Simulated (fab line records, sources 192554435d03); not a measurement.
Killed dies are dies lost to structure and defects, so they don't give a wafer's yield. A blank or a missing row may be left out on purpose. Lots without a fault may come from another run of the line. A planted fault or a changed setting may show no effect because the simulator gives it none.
fab line records | flow n5_finfet
record lots=6 wafers=18 last_day=17
route steps=1938 shown ZERO_LAYER@12 WELL_APT@20 BEOL_M4@1111
lots that met no fault: from a run of the same line without faults
start_h: hours from the record's first day to the start of the lot's first wafer shown | wait_h: hours since the lot's step before | " the same as in the row above | L1.1+2: a row that stands for several wafers | - no value, or no start given | * or withheld: withheld | < > ~ a bound
route shown NAME@n: a module of which the file shows steps, and the number in the route of the first | usual: mean/standard deviation of fault-free wafers | same: alike in all rows | chamber/n: place in a boat | sites: the reading at each site | _std_site: their standard deviation | _edge_site: outer sites' mean less inner sites' | radius_mm: how far each site lies from the wafer's centre | mask NAME#n: copy n | behind: the tool/chamber that last shaped the wafer | hold: why the lot was held/for how many hours/how that ended | device: the transistor (n, p or np) that didn't switch | end of line: the same wafers' tests at the end of the route | a step without rows: its recipe alone | killed: dies lost to structure and defects at the first sort, not the wafer's yield | map: a wafer's dies, x killed, . not, _ none there
set.NAME: the setting as run; set.NAME@STEP: as run at that earlier step | model.NAME: the simulator's own value behind a step, which no gauge read
lots at some steps of the route; a table a step, a row a wafer
services: from which hour (start_h, from the record's first day; less than 0 if before it) a tool's chamber was out of use, for how many hours, and why
## steps
# step N5_ZERO_LAYER_HARDBAKE_23
# recipe temp_c=130 time_s=120
# step N5_ZERO_LAYER_CD_MEAS_11
# recipe target_cd_nm=2000 landing_energy_ev=500 detector=se_inlens
# usual cd_nm=1999.5/1.5
# columns lot.wafer tool chamber start_h wait_h cd_nm
L439.2 cd_sem-02 0 24.77 - 1999.2
L439.5 " 0 " " 1997.7
L439.6 " 0 " " 1997.5
L447.1 cd_sem-02 0 72.65 - 1999.8
L447.2 " 0 " " 2000.1
L447.4 " 0 " " 2000.3
L448.1 cd_sem-03 0 78.64 - 2001.6
L448.2 " 0 " " 1999.8
L448.3 " 0 " " 1999.8
L449.2 cd_sem-01 0 84.77 - 1998.3
L449.3 " 0 " " 1998.1
L449.6 " 0 " " 1999.5
L453.1 cd_sem-02 0 108.64 - 2001.6
L453.5 " 0 " " 1999.4
L453.6 " 0 " " 1999.4
L455.3 cd_sem-01 0 120.77 - 2000.8
L455.4 " 0 " " 2001.0
L455.6 " 0 " " 1999.5
# step N5_ZERO_LAYER_DESCUM_16
# recipe chemistry=O2 time_s=7.9 source_power_w=50 bias_power_w=20 pressure_mtorr=20 rf_frequency_hz=2.712e+07 temp_c=40 o2_flow_sccm=225
# usual drypump_motor_current_A=5.8/0.41 o2_flow_sccm=225.0/0.62 oes_product_au=0.77/0.057 rf_vpp_V=243.0/1.5 showerhead_plenum_p_Torr=2.08/0.083 throttle_valve_pct=20.45/0.21
# columns lot.wafer tool chamber start_h wait_h drypump_motor_current_A o2_flow_sccm oes_product_au rf_hours_counter_h rf_vpp_V showerhead_plenum_p_Torr throttle_valve_pct
L439.2 rie_diel-04 3 24.80 0.0 6.4 225.1 0.82 90 241.6 1.94 20.56
L439.5 " 2 " " 6.2 225.0 0.72 - 242.8 2.08 20.42
L439.6 " 3 " " 6.4 224.0 0.82 - 239.9 1.94 20.55
L447.1 rie_diel-06 3 72.69 0.0 6.3 224.4 0.82 100 244.3 2.12 20.60
L447.2 " 2 " " 6.2 225.8 0.72 182 244.4 2.17 20.70
L447.4 " 1 " " 6.2 225.6 0.69 246 245.5 2.15 20.97
L448.1 rie_diel-05 1 78.68 0.0 5.6 224.6 0.75 155 242.1 2.18 20.19
L448.2 " 2 " " 5.1 224.8 0.86 65 243.8 2.12 20.51
L448.3 " 3 " " 5.8 225.2 0.69 222 241.6 1.98 20.32
L449.2 rie_diel-04 2 84.81 0.0 6.2 225.1 0.71 227 241.4 2.07 20.46
L449.3 " 1 " " 5.2 225.8 0.82 94 241.9 2.03 20.24
L449.6 " 0 " " 5.9 224.2 0.79 - 241.5 2.02 20.19
L453.1 rie_diel-04 2 108.76 0.1 6.2 225.2 0.70 233 242.6 2.07 20.45
L453.5 " 2 " " 6.2 225.5 0.70 - 241.8 2.07 20.46
L453.6 " 1 " " 5.3 224.9 0.82 - 241.8 2.03 20.25
L455.3 rie_diel-04 0 120.81 0.0 5.9 224.2 0.78 130 242.0 2.02 20.20
L455.4 " 2 " " 6.3 224.6 0.70 237 243.8 2.07 20.44
L455.6 " 0 " " 5.9 225.1 0.78 - 244.0 2.02 20.21
# step N5_ZERO_LAYER_ETCH_17
# recipe chemistry=CF4 target=SiO2 target_depth_a=120 time_s=13.3 ion_energy_ev=350 pressure_mtorr=40 source_w=450 bias_w=215 Ar_flow_sccm=100 cf4_flow_sccm=100
# usual drypump_motor_current_A=5.8/0.41 oes_product_au=0.77/0.054 rf_vpp_V=948/5.1 showerhead_plenum_p_Torr=2.13/0.079 throttle_valve_pct=15.67/0.2
# columns lot.wafer tool chamber start_h wait_h drypump_motor_current_A oes_product_au rf_hours_counter_h rf_vpp_V showerhead_plenum_p_Torr throttle_valve_pct
L439.2 rie_diel-04 3 24.84 0.0 6.4 0.82 90 940 2.00 15.73
L439.5 " 2 " " 6.3 0.72 - 948 2.12 15.61
L439.6 " 3 " " 6.4 0.82 - 939 2.00 15.73
L447.1 rie_diel-06 3 72.72 0.0 6.3 0.82 100 951 2.16 15.77
L447.2 " 2 " " 6.1 0.71 182 954 2.21 15.92
L447.4 " 1 " " 6.2 0.70 246 951 2.19 16.18
L448.1 rie_diel-05 1 78.71 0.0 5.6 0.75 155 953 2.22 15.40
L448.2 " 2 " " 5.1 0.85 65 950 2.17 15.70
L448.3 " 3 " " 5.7 0.71 222 942 2.03 15.65
L449.2 rie_diel-04 2 84.84 0.0 6.2 0.70 227 946 2.11 15.63
L449.3 " 1 " " 5.3 0.82 94 944 2.09 15.49
L449.6 " 0 " " 5.9 0.77 - 942 2.07 15.41
L453.1 rie_diel-04 2 108.79 0.0 6.2 0.71 233 947 2.11 15.64
L453.5 " 2 " " 6.2 0.70 - 947 2.11 15.64
L453.6 " 1 " " 5.2 0.81 - 944 2.08 15.52
L455.3 rie_diel-04 0 120.84 0.0 5.8 0.76 130 944 2.06 15.43
L455.4 " 2 " " 6.3 0.69 237 948 2.11 15.65
L455.6 " 0 " " 5.9 0.76 - 943 2.06 15.44
# step N5_ZERO_LAYER_ETCH_18
# recipe chemistry=HBr/Cl2 target=Si target_depth_a=1200 time_s=40 pressure_mtorr=10 icp_w=800 bias_w=75 HBr_flow_sccm=150 Cl2_flow_sccm=80
# usual drypump_motor_current_A=5.6/0.34 oes_product_au=1.003/0.02 throttle_valve_pct=36.32/0.24
# columns lot.wafer tool chamber start_h wait_h drypump_motor_current_A oes_product_au rf_hours_counter_h throttle_valve_pct
L439.2 rie_si-03 2 24.91 0.0 5.4 0.986 73 36.07
L439.5 " 3 " " 5.7 0.967 - 36.67
L439.6 " 0 " " 5.3 1.005 - 36.49
L447.1 rie_si-06 2 72.79 0.0 5.5 1.011 45 36.38
L447.2 " 3 " " 6.0 1.019 23 36.32
L447.4 " 1 " " 5.6 0.992 85 36.22
L448.1 rie_si-05 0 78.79 0.0 4.9 0.964 187 36.81
L448.2 " 2 " " 5.5 1.021 188 36.21
L448.3 " 1 " " 5.7 1.028 8 36.39
L449.2 rie_si-03 1 84.92 0.0 5.9 0.990 75 36.27
L449.3 " 3 " " 5.7 0.967 13 36.67
L449.6 " 2 " " 5.4 0.998 - 36.07
L453.1 rie_si-06 2 108.87 0.0 5.6 1.010 45 36.38
L453.5 " 0 " " 6.2 1.000 - 36.19
L453.6 " 1 " " 5.6 0.985 - 36.24
L455.3 rie_si-06 3 120.92 0.0 6.0 1.008 24 36.31
L455.4 " 1 " " 5.6 0.998 86 36.24
L455.6 " 2 " " 5.5 1.011 - 36.39
# step N5_ZERO_LAYER_STRIP_24
# recipe chemistry=O2 power_w=1000 temp_c=250 overash_fraction=0.3 pressure_mtorr=1000 o2_flow_sccm=6750
# usual drypump_motor_current_A=5.6/0.65 heater_power_w=371/33 o2_flow_sccm=6753/22 oes_product_au=0.647/0.0044 strip_time_to_endpoint_s=43.90/0.076
# columns lot.wafer tool chamber start_h wait_h drypump_motor_current_A heater_power_w o2_flow_sccm oes_product_au rf_hours_counter_h strip_time_to_endpoint_s
L439.2 plasma_asher-01 0 25.02 0.1 6.2 409 6747 0.643 72 43.83
L439.5 " 1 " " 4.9 335 6764 0.652 - 43.86
L439.6 " 0 " " 6.2 411 6755 0.642 - 43.82
L447.1 plasma_asher-01 0 72.90 0.1 6.2 413 6763 0.647 90 43.88
L447.2 " 1 " " 4.9 338 6720 0.644 90 43.85
L447.4 " 1 " " 4.9 330 6742 0.647 - 43.90
L448.1 plasma_asher-01 1 78.89 0.1 4.9 333 6755 0.647 92 43.92
L448.2 " 0 " " 6.2 418 6799 0.644 92 43.93
L448.3 " 0 " " 6.2 408 6744 0.651 - 43.79
L449.2 plasma_asher-01 1 85.02 0.1 4.9 349 6756 0.646 94 43.90
L449.3 " 1 " " 4.9 343 6768 0.646 - 44.00
L449.6 " 1 " " 4.9 336 6746 0.656 - 43.97
L453.1 plasma_asher-01 0 108.98 0.1 6.2 412 6739 0.648 105 43.87
L453.5 " 1 " " 4.9 341 6744 0.649 - 43.92
L453.6 " 0 " " 6.2 403 6764 0.652 - 43.97
L455.3 plasma_asher-01 1 121.06 0.1 4.9 338 6769 0.654 - 43.96
L455.4 " 0 " " 6.2 407 6760 0.652 - 43.93
L455.6 " 1 " " 4.9 340 6744 0.643 - 43.98
# step N5_ZERO_LAYER_STRIP_19
# recipe chemistry=SPM time_s=900 temp_c=130 h2so4_h2o2_vol_ratio=4 dry=ipa_marangoni
# step N5_ZERO_LAYER_INSPECT_20
# recipe inspect_instrument=darkfield mode=post_clean
# usual raw_defect_count=37/19
# columns lot.wafer tool chamber start_h wait_h raw_defect_count
L439.2 defect_inspect-02 - 25.38 0.0 50
L439.5 " - " " 95
L439.6 " - " " 44
L447.1 defect_inspect-01 - 73.26 0.0 25
L447.2 " - " " 20
L447.4 " - " " 34
L448.1 defect_inspect-01 - 79.25 0.0 24
L448.2 " - " " 20
L448.3 " - " " 28
L449.2 defect_inspect-02 - 85.38 0.0 31
L449.3 " - " " 50
L449.6 " - " " 57
L453.1 defect_inspect-02 - 109.34 0.0 16
L453.5 " - " " 22
L453.6 " - " " 20
L455.3 defect_inspect-01 - 121.40 0.0 21
L455.4 " - " " 68
L455.6 " - " " 25
# step N5_WELL_APT_HMDS_01
# recipe time_s=60 temp_c=120
# step N5_WELL_APT_COAT_02
# recipe spin_rpm=1357 resist_thk_nm=950
# step N5_WELL_APT_EBR_04
# recipe solvent=PGMEA ebr_width_mm=1.5
# step N5_WELL_APT_SOFTBAKE_03
# recipe temp_c=130 time_s=60
# step N5_WELL_APT_EXPOSE_05
# recipe mask_id=NWELL na=0.8 source_shape=conventional sigma_outer=0.8 polarization=unpolarized defocus_nm=0 target_cd_nm=200 dose_mj=20.3
# usual exposure_dose_mJ_cm2=20.287/0.025
# columns lot.wafer tool chamber start_h wait_h mask exposure_dose_mJ_cm2
L439.2 krf_scanner-01 0 25.52 - NWELL#0 20.297
L439.5 " 0 " " NWELL#0 20.277
L439.6 " 0 " " NWELL#0 20.289
L447.1 krf_scanner-01 0 73.51 - NWELL#0 19.883
L447.2 " 0 " " NWELL#0 19.820
L447.4 " 0 " " NWELL#0 19.905
L448.1 krf_scanner-01 0 79.38 - NWELL#0 19.983
L448.2 " 0 " " NWELL#0 19.944
L448.3 " 0 " " NWELL#0 20.013
L449.2 krf_scanner-02 0 85.64 - NWELL#0 20.334
L449.3 " 0 " " NWELL#0 20.331
L449.6 " 0 " " NWELL#0 20.310
L453.1 krf_scanner-02 0 109.47 - NWELL#0 20.291
L453.5 " 0 " " NWELL#0 20.267
L453.6 " 0 " " NWELL#0 20.289
L455.3 krf_scanner-02 0 121.67 - NWELL#0 20.339
L455.4 " 0 " " NWELL#0 20.306
L455.6 " 0 " " NWELL#0 20.330
# step N5_WELL_APT_PEB_06
# recipe peb_temp_c=130 peb_time_s=90
# step N5_WELL_APT_DEVELOP_07
# recipe develop_time_s=45 rinse_liquid=surfactant_rinse dry=air_spin dev_temp_c=21
# step N5_WELL_APT_HARDBAKE_12
# recipe temp_c=130 time_s=120
# step N5_WELL_APT_CD_MEAS_08
# recipe target_cd_nm=200 landing_energy_ev=500 detector=se_inlens
# usual cd_nm=200.2/1.4
# columns lot.wafer tool chamber start_h wait_h cd_nm
L439.2 cd_sem-03 0 25.68 - 200.7
L439.5 " 0 " " 201.2
L439.6 " 0 " " 199.7
L447.1 cd_sem-02 0 73.69 - 198.6
L447.2 " 0 " " 197.7
L447.4 " 0 " " 195.3
L448.1 cd_sem-03 0 79.56 - 199.2
L448.2 " 0 " " 199.2
L448.3 " 0 " " 199.2
L449.2 cd_sem-01 0 85.81 - 203.2
L449.3 " 0 " " 201.1
L449.6 " 0 " " 202.2
L453.1 cd_sem-03 0 109.64 - 200.1
L453.5 " 0 " " 198.1
L453.6 " 0 " " 200.3
L455.3 cd_sem-01 0 121.83 - 198.3
L455.4 " 0 " " 199.6
L455.6 " 0 " " 198.1
# step N5_WELL_APT_OVL_MEAS_09
# recipe points_per_wafer=44
# usual NWELL_OVL=-2/5.2
# columns lot.wafer tool chamber start_h wait_h NWELL_OVL[nm]
L439.2 overlay-02 0 25.71 0.0 -3
L439.5 " 0 " " -9
L439.6 " 0 " " -5
L447.1 overlay-02 0 73.72 0.0 -11
L447.2 " 0 " " 0
L447.4 " 0 " " 0
L448.1 overlay-01 0 79.59 0.0 -5
L448.2 " 0 " " -14
L448.3 " 0 " " -7
L449.2 overlay-01 0 85.84 0.0 -3
L449.3 " 0 " " 3
L449.6 " 0 " " -1
L453.1 overlay-01 0 109.67 0.0 -4
L453.5 " 0 " " -8
L453.6 " 0 " " -5
L455.3 overlay-01 0 121.86 0.0 1
L455.4 " 0 " " -4
L455.6 " 0 " " 1
# step N5_WELL_APT_INSPECT_10
# recipe mode=adi inspect_instrument=macro
# usual raw_defect_count=2.1/1.4
# columns lot.wafer tool chamber start_h wait_h raw_defect_count
L439.2 defect_inspect-01 - 25.74 0.0 0
L439.5 " - " " 4
L439.6 " - " " 1
L447.1 defect_inspect-02 - 73.74 0.0 1
L447.2 " - " " 2
L447.4 " - " " 1
L448.1 defect_inspect-01 - 79.61 0.0 4
L448.2 " - " " 1
L448.3 " - " " 0
L449.2 defect_inspect-01 - 85.86 0.0 2
L449.3 " - " " 2
L449.6 " - " " 1
L453.1 defect_inspect-02 - 109.69 0.0 1
L453.5 " - " " 2
L453.6 " - " " 1
L455.3 defect_inspect-01 - 121.88 0.0 3
L455.4 " - " " 1
L455.6 " - " " 1
# step N5_WELL_APT_DESCUM_13
# recipe chemistry=O2 time_s=7.9 source_power_w=50 bias_power_w=20 pressure_mtorr=20 rf_frequency_hz=2.712e+07 temp_c=40 o2_flow_sccm=225
# usual drypump_motor_current_A=5.9/0.51 o2_flow_sccm=225.0/0.65 oes_product_au=0.75/0.086 rf_vpp_V=243.6/1.3 showerhead_plenum_p_Torr=2.12/0.073 throttle_valve_pct=20.48/0.19
# columns lot.wafer tool chamber start_h wait_h drypump_motor_current_A o2_flow_sccm oes_product_au rf_hours_counter_h rf_vpp_V showerhead_plenum_p_Torr throttle_valve_pct model.WELL_APT.cd_nm
L439.2 rie_diel-01 0 25.99 0.3 5.5 225.3 0.72 192 244.5 2.17 20.42 201
L439.5 " 0 " " 5.5 224.8 0.71 - 244.0 2.17 20.41 200.7
L439.6 " 1 " " 5.9 225.3 0.69 - 241.0 1.99 20.25 200
L447.1 rie_diel-03 1 73.78 0.0 5.8 224.6 0.70 216 240.3 1.97 20.47 198.4
L447.2 " 3 " " 5.5 226.1 0.71 200 244.6 2.16 20.46 197.5
L447.4 " 2 " " 6.6 224.9 0.94 19 245.5 2.23 20.23 195.3
L448.1 rie_diel-01 1 79.67 0.1 5.9 225.4 0.67 234 241.5 1.98 20.28 199.6
L448.2 " 0 " " 5.5 224.6 0.70 211 243.6 2.16 20.45 199.4
L448.3 " 3 " " 6.0 225.7 0.80 96 243.6 2.12 20.34 199.2
L449.2 rie_diel-01 1 85.94 0.1 5.9 226.1 0.67 236 243.8 1.98 20.28 203.2
L449.3 " 0 " " 5.5 224.6 0.70 213 244.2 2.16 20.46 201
L449.6 " 1 " " 5.9 224.6 0.67 - 241.6 1.98 20.29 202.5
L453.1 rie_diel-02 0 109.73 0.0 5.3 224.6 0.67 239 244.2 2.15 20.83 200.2
L453.5 " 1 " " 6.2 224.1 0.68 - 244.5 2.06 20.53 198.4
L453.6 " 0 " " 5.3 224.1 0.68 - 244.1 2.15 20.81 200.3
L455.3 rie_diel-02 0 121.96 0.1 5.3 225.6 0.67 244 244.0 2.15 20.85 198.7
L455.4 " 3 " " 6.7 224.9 0.73 191 242.8 2.08 20.70 199.8
L455.6 " 2 " " 6.2 226.2 0.89 - 244.6 2.22 20.22 198.1
# step N5_WELL_APT_IMPLANT_14
# recipe species=P energy_kev=160 dose_cm2=1.5e+13 tilt_deg=0 rotation_deg=0
# step N5_BEOL_M4_RC_MEAS_101
# usual DIBL_N=36.1/1.4 DIBL_P=36.3/1.4 IOFF_N=0.154/0.021 IOFF_P=0.21/0.032 ION_N=670/8.1 ION_P=461/7 SS_N=71.4/0.49 SS_P=73.3/0.5 VT_N=250.4/2.6 VT_P=-250/3.7
# columns lot.wafer tool chamber start_h wait_h DIBL_N[mV/V] DIBL_P[mV/V] IOFF_N[nA/um] IOFF_P[nA/um] ION_N[uA/um] ION_P[uA/um] SS_N[mV/dec] SS_P[mV/dec] VT_N[mV] VT_P[mV]
L439.2 prober-01 0 205.79 0.2 35.6 37.2 0.148 0.20 664 455 70.5 73.4 252.7 -252
L439.5 " 0 " " 36.7 38.3 0.164 0.21 665 460 70.9 74.0 249.0 -253
L439.6 " 0 " " 37.7 38.4 0.182 0.22 672 458 70.9 74.1 246.5 -253
L447.1 prober-01 0 255.02 0.0 39.2 38.6 0.200 0.25 673 464 71.5 74.7 248.4 -251
L447.2 " 0 " " 37.9 37.2 0.172 0.21 673 460 71.6 73.7 249.3 -252
L447.4 " 0 " " 37.1 35.8 0.155 0.21 664 459 71.9 73.1 250.6 -252
L448.1 prober-01 0 272.23 0.0 35.8 35.7 0.164 0.23 676 470 71.8 73.5 248.6 -250
L448.2 " 0 " " 35.5 36.3 0.156 0.24 672 465 72.1 73.7 250.4 -248
L448.3 " 0 " " 35.2 35.6 0.144 0.22 660 462 72.0 73.2 252.3 -247
L449.2 prober-02 0 279.66 0.2 37.3 35.5 0.158 0.24 658 461 71.6 73.9 248.5 -245
L449.3 " 0 " " 37.2 35.8 0.165 0.25 666 463 71.4 72.7 249.6 -247
L449.6 " 0 " " 37.6 36.4 0.164 0.26 662 466 71.9 72.4 249.2 -242
L453.1 prober-01 0 303.57 0.0 35.8 36.8 0.168 0.20 666 454 71.9 73.1 248.7 -249
L453.5 " 0 " " 36.1 36.6 0.168 0.21 661 456 72.3 73.3 247.7 -252
L453.6 " 0 " " 35.7 37.3 0.159 0.21 670 456 71.0 73.5 247.4 -249
L455.3 prober-01 0 306.01 0.3 37.2 37.5 0.169 0.22 669 452 72.1 73.4 249.0 -249
L455.4 " 0 " " 37.9 37.6 0.183 0.22 681 462 72.2 73.5 248.4 -248
L455.6 " 0 " " 36.4 35.8 0.154 0.19 671 457 71.9 73.7 248.9 -250
## services
# columns tool chamber start_h hours kind
rie_diel-04 1 2.97 9.1 repair
rie_diel-02 1 4.40 20.2 repair
rie_diel-05 1 6.43 3.6 repair
rie_si-03 1 6.77 5.3 repair
krf_scanner-02 - 13.17 10.1 repair
rie_diel-04 0 14.84 16.4 repair
rie_diel-02 0 27.25 10.5 repair
rie_si-03 3 27.99 3.9 repair
krf_scanner-02 - 35.24 1.3 pm
plasma_asher-01 - 36.81 2.8 pm
krf_scanner-01 - 39.82 0.8 pm
rie_si-06 2 42.87 6.7 repair
krf_scanner-01 - 48.18 3.7 repair
rie_diel-06 - 51.36 14.6 pm
rie_diel-01 2 54.40 8.8 repair
rie_diel-02 1 54.67 4.9 repair
krf_scanner-01 - 61.15 2.4 repair
rie_diel-02 2 61.56 5.3 repair
krf_scanner-01 - 73.96 1.3 pm
rie_diel-01 - 74.15 2.8 pm
rie_diel-02 0 78.19 4.7 repair
krf_scanner-02 - 84.26 1.0 pm
rie_diel-01 3 96.04 6.8 repair
krf_scanner-01 - 109.61 1.0 pm
## key
first_sign step=N5_WELL_APT_EXPOSE_05 reading=exposure_dose_mJ_cm2 direction=down sigmas=15 usual=20.287 struck=19.924
effect none on later readings
model_effect step=N5_WELL_APT_DESCUM_13 value=WELL_APT.cd_nm without=201.2 struck=198.2
met_at N5_WELL_APT_EXPOSE_05
struck_wafers L447.1,L447.2,L447.4,L448.1,L448.2,L448.3
loop_trim step=N5_WELL_APT_EXPOSE_05 setting=dose lots=L448
onset_between 25.52 73.51
fault kind=process_parameter_drift tool=krf_scanner-01 chamber=- onset_h=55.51 steps=N5_WELL_APT_EXPOSE_05 channel=dose_mj offset=-0.4241 shape=step acts_in=these_recipes_only stated=20.3
# loop_trim: a control loop set the setting to another value than it would have without faults
